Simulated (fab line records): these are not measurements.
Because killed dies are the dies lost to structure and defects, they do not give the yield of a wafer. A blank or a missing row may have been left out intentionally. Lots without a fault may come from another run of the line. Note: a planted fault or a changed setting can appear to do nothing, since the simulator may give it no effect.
The tool behind it: which one?	flow nandHarc	14 lots with 41 wafers sampled at 4 steps, on a route of 1159 steps

## WHAT EACH GAUGE READ, for each wafer
NHARC_A_ONON_D1_THK_MEAS_27: measures by ellipsometry.
lot	measured	on	thkNm (nm)
L270	day 7 23:12	filmMetro-01	986 987 987
L271	day 8 07:24	filmMetro-01	990 991 990
L273	day 8 16:05	filmMetro-01	994 994 992
L272	day 8 16:08	filmMetro-01	989 990 989
L277	day 9 16:43	filmMetro-01	1024 1000 1023
L280	day 10 07:47	filmMetro-01	1025 1002
L285	day 11 17:23	filmMetro-01	1001 1000 1002
L286	day 12 02:14	filmMetro-01	984 986 985
L288	day 12 02:16	filmMetro-01	1004 1003 1003
L290	day 13 02:58	filmMetro-01	996 993 995
L289	day 13 02:56	filmMetro-01	1005 1006 1007
L292	day 13 07:48	filmMetro-01	996 997 997
L291	day 13 07:46	filmMetro-01	1002 1004 1002
L293	day 14 06:26	filmMetro-01	998 998 1000

NHARC_A_ONON_D1_INSPECT_32.
lot	measured	on	rawDefectCount
L270	day 8 00:18	defectInspect-01	51 61 57
L271	day 8 08:30	defectInspect-01	62 49 64
L273	day 8 17:11	defectInspect-01	59 68 79
L272	day 8 17:16	defectInspect-01	42 66 58
L277	day 9 17:50	defectInspect-01	59 46 70
L280	day 10 08:53	defectInspect-01	80 73
L285	day 11 18:30	defectInspect-02	92 97 102
L286	day 12 03:28	defectInspect-02	39 37 34
L288	day 12 03:38	defectInspect-02	51 42 50
L290	day 13 04:04	defectInspect-02	50 44 55
L289	day 13 04:02	defectInspect-01	54 55 45
L292	day 13 09:14	defectInspect-01	134 62 104
L291	day 13 09:05	defectInspect-01	52 78 92
L293	day 14 07:32	defectInspect-01	62 78 43

## WHAT TOOL EACH LOT RAN ON (gives the tool, then ch and the chambers of the sampled wafers, and finally the start)
lot	NHARC_P_BONDPAD_DEGAS_25	NHARC_A_ONON_D1_DEP_25
L270	pvdSputter-03, day 6 10:38	pecvdOnon-02 ch 0, day 7 22:41
L271	pvdSputter-02, day 6 14:53	pecvdOnon-03 ch 0, day 8 06:57
L273	pvdSputter-02, day 7 03:26	pecvdOnon-01 ch 0, day 8 15:38
L272	pvdSputter-02, day 7 06:19	pecvdOnon-02 ch 0, day 8 15:37
L277	pvdSputter-02, day 8 01:49	pecvdOnon-03 ch 0, day 9 16:16
L280	pvdSputter-03, day 8 19:51	pecvdOnon-03 ch 0, day 10 07:20
L285	pvdSputter-01, day 10 05:41	pecvdOnon-01 ch 0, day 11 16:56
L286	pvdSputter-01, day 10 09:46	pecvdOnon-01 ch 0, day 12 01:44
L288	pvdSputter-02, day 10 16:27	pecvdOnon-02 ch 0, day 12 01:49
L290	pvdSputter-01, day 11 14:27	pecvdOnon-01 ch 0, day 13 02:27
L289	pvdSputter-02, day 11 15:23	pecvdOnon-02 ch 0, day 13 02:29
L292	pvdSputter-02, day 11 18:11	pecvdOnon-03 ch 0, day 13 07:17
L291	pvdSputter-03, day 11 18:28	pecvdOnon-01 ch 0, day 13 07:15
L293	pvdSputter-01, day 12 07:42	pecvdOnon-02 ch 0, day 14 05:59
- NHARC_P_BONDPAD_DEGAS_25: time 60 s.
- NHARC_A_ONON_D1_DEP_25: target thk 1000 nm.

## AS READ BY THE TOOLS THEMSELVES (means over the sampled wafers that have a number; for cases with no such wafer, the mark the record gives instead)
NHARC_P_BONDPAD_DEGAS_25.
lot	tool	heaterPowerW (W)
L270	pvdSputter-03	456
L271	pvdSputter-02	546
L273	pvdSputter-02	539
L272	pvdSputter-02	541
L277	pvdSputter-02	547
L280	pvdSputter-03	402
L285	pvdSputter-01	503
L286	pvdSputter-01	479
L288	pvdSputter-02	471
L290	pvdSputter-01	485
L289	pvdSputter-02	499
L292	pvdSputter-02	536
L291	pvdSputter-03	487
L293	pvdSputter-01	514

## THE ANSWER, worked out from the rows above alone
Rule: the lots themselves supply what counts as usual. Put in order of their means at a reading, lots are off if they are a third of the lots or fewer, leave a main group of 4 or more, and stand apart from it by a gap of 3 or more times the standard deviation of the main group's means; of several such gaps the widest counts. The tables above print the reading to a certain number of digits; a main group whose means all agree to those digits is not used. Also off: a lot with no number at a reading for which 4 or more lots have one. All remaining lots with rows at the step are treated as sound. Order of review: gauges by route order, followed by the tools' own readings, for which a lot's mean as printed above is used. The first step at which some lot is off is used, and at that step the reading that is off furthest; a lot without a number counts as furthest.
Nothing can be told from this: no lot is off at any reading shown.

## WHAT THE SIMULATOR PUT IN
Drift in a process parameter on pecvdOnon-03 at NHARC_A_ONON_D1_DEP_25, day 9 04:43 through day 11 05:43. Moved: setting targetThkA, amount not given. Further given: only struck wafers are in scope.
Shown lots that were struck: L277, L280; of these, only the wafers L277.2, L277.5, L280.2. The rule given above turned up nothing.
